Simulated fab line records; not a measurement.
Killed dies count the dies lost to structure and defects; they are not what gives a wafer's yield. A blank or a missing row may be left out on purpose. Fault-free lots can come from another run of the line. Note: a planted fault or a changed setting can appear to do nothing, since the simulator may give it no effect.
Code-filled problem report in 8D (eight disciplines) form	flow nand_harc	the parts of the form that need people (team, actions taken, sign-off) are left out

== 1. THE PROBLEM ==
At NHARC_END_SORT_01, killed_at_array averages 675 over 3 wafers from 3 lots, while fault-free wafers read 54, standard deviation 17. Measured from the usual mean, that is +37 standard deviations.
First observed at day 30 01:35: wafer L624.3, on prober-02. At this step, 7 wafers from 3 lots have a number in the record. The rule behind "out" and "out of limits": a value lying over 4 standard deviations away from the usual mean. The rest of the wafers with a number are treated as sound.

== 2. WHAT IT IS, WHAT IT ISN'T ==
question	is	is not
which readings at this step	killed_at_array, killed_dies	killed_at_other, killed_at_periphery, killed_open, killed_short
which lots	L624, L625, L628	-
which wafers of those lots	L624.3, L625.4, L628.3	L624.2, L624.5, L625.1, L628.1
read on which gauges	prober-02	-
when	from day 30 01:35	up to then (1 sound wafer); but 3 sound wafers of L624, L625, L628 came after

== 3. WHAT RULES OUT EACH SUSPECT ==
Counting: a tool at a process step up to the reading stays a suspect if it ran every lot that is out. Sound lots after the first of them don't rule it out here, since some wafers of a struck lot are sound.
- the gauge at NHARC_END_SORT_01: ruled out. All the wafers that are out were read on prober-02, but those of them that NHARC_A_WL_FILL_ETCHBACK_16 has rows for are out there too, on other tools.
- rie_diel-10 at NHARC_A_WL_FILL_ETCHBACK_16 (etches the open film in C4F8/O2/Ar, target depth 120 nm, time 24 s): kept. It ran every lot that is out, first L624 (day 26 12:50). Its own readings are out on those wafers: run_length_s.
- rie_si-05 at NHARC_A_WL_FILL_ETCHBACK_26 (etches the open film in HBr, target depth 52 nm, time 13.3 s): kept. It ran every lot that is out, first L624 (day 26 18:13).
The count leaves rie_si-05 at NHARC_A_WL_FILL_ETCHBACK_26 and rie_diel-10 at NHARC_A_WL_FILL_ETCHBACK_16.

== 4. THE CAUSE (what the simulator had put in) ==
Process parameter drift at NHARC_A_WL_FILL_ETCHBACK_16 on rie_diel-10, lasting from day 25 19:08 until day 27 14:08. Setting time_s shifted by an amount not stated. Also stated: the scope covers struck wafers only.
After counting, 2 suspects remain, this tool included.

== 5. THE EFFECT CHAIN, in route order ==
One row per reading whose mean, taken over the struck wafers that have a number, lies over 3 standard deviations from the usual. Only readings whose record carries a usual standard deviation are examined. hours: median over the lots of the time between each lot's start at the first step of this table that gives one and its start at this step. sigmas: the change, counted in usual standard deviations.
hours	step	reading	usual	on struck wafers	change	sigmas
0	NHARC_A_WL_FILL_ETCHBACK_16	run_length_s	45.4 s	25.5	-19.9	-47
89	NHARC_END_SORT_01	killed_at_array	54	675	+621	+37
89	NHARC_END_SORT_01	killed_dies	58	677	+619	+36
Its process steps:
- NHARC_A_WL_FILL_ETCHBACK_16: etches the open film in C4F8/O2/Ar, target depth 120 nm, time 24 s.

== 6. HOW IT WOULD HAVE BEEN CAUGHT EARLIER ==
In this record the first reading out of limits at a measuring or inspecting step was taken at day 30 01:35, 102 hours after the fault began at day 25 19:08.
At NHARC_A_WL_FILL_ETCHBACK_16, the tool's own readings (run_length_s) were out on each struck wafer the step has a row for, so an alarm limit on them would have fired on the first such wafer.
Each of the lots that are out, 3 in all, had begun NHARC_A_WL_FILL_ETCHBACK_16 on rie_diel-10 no later than day 30 01:35. Holding the tool at that point would not have protected any of them.
